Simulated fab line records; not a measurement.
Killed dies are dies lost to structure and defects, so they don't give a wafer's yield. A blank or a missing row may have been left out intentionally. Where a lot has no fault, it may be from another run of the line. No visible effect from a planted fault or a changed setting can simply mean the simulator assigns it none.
One fault through the eyes of 2 desks | flow n5_finfet | what lay behind the numbers comes last; until then each desk has only its own

== DESK OF THE TOOL OWNER: vapor_etch-01 ==
The tool's own readings at N5_STI_FIN_REVEAL_RECESS_09 (chemistry HF/NH3, target SiO2, afs cycles 11, target depth 42.5 nm, sublimation time 60 s): means of the sampled wafers that have a number, for each lot that ran on this tool. Marked OUT: a lot whose mean sits more than 4 standard deviations from the usual mean, which makes it out of limits; the brackets give that distance.
Columns: A = drypump_motor_current_A at N5_STI_FIN_REVEAL_RECESS_09, usual 5.6 A
lot  | first seen here | A
L245 | day 2 21:38     | 5.3
L246 | day 3 04:29     | 5.3
L247 | day 3 10:48     | 5.3
L248 | day 3 16:01     | 5.5
L249 | day 4 00:38     | 5.5
L265 | day 7 22:45     | 5.3
L266 | day 8 06:29     | 5.5
Finding of this desk: none of the 7 lots has anything out of limits.

== AT THE METROLOGY DESK ==
Means of the sampled wafers that have a number, per lot and without regard to the tool the lot ran on: this is what the gauges read. Marked OUT: a lot whose mean sits more than 4 standard deviations from the usual mean, which makes it out of limits; the brackets give that distance. Only the readings that lie furthest out on some lot appear, 7 of the 11 it has.
Columns: A = trench_depth_nm at N5_STI_FIN_REVEAL_FIN_H_MEAS_10, usual 51.9 nm; B = DIBL_N at N5_BEOL_M4_RC_MEAS_101, usual 36.1 mV/V; C = DIBL_P at N5_BEOL_M4_RC_MEAS_101, usual 35.8 mV/V; D = ION_N at N5_BEOL_M4_RC_MEAS_101, usual 673 uA/um; E = ION_P at N5_BEOL_M4_RC_MEAS_101, usual 461 uA/um; F = VT_N at N5_BEOL_M4_RC_MEAS_101, usual 250 mV; G = VT_P at N5_BEOL_M4_RC_MEAS_101, usual -250 mV
lot  | first seen here | A    | B    | C    | D   | E   | F   | G
L245 | day 3 00:21     | 52.2 | 35.0 | 34.3 | 662 | 457 | 253 | -254
L246 | day 3 07:13     | 52.9 | 35.5 | 36.3 | 671 | 458 | 251 | -252
L247 | day 3 13:01     | 51.3 | 36.9 | 37.8 | 682 | 460 | 247 | -252
L248 | day 3 18:43     | 52.4 | 38.2 | 38.8 | 688 | 472 | 248 | -246
L249 | day 4 03:20     | 52.5 | 34.2 | 33.9 | 668 | 457 | 255 | -255
L260 | day 6 18:11     | 51.5 | 36.1 | 35.0 | 676 | 465 | 248 | -248
L262 | day 7 08:59     | 51.7 | 34.8 | 34.0 | 657 | 454 | 252 | -251
L263 | day 7 13:30     | 51.5 | 36.4 | 36.0 | 671 | 468 | 250 | -247
L265 | day 8 01:29     | 52.2 | 37.0 | 35.8 | 680 | 470 | 246 | -245
L266 | day 8 08:39     | 51.7 | 35.7 | 36.9 | 681 | 462 | 246 | -248
Finding of this desk: none of the 10 lots has anything out of limits.

== TAKEN TOGETHER ==
The desk of the tool owner found nothing out of limits.
From the metrology desk's view, nothing was out of limits.

== WHAT THE SIMULATOR PUT IN ==
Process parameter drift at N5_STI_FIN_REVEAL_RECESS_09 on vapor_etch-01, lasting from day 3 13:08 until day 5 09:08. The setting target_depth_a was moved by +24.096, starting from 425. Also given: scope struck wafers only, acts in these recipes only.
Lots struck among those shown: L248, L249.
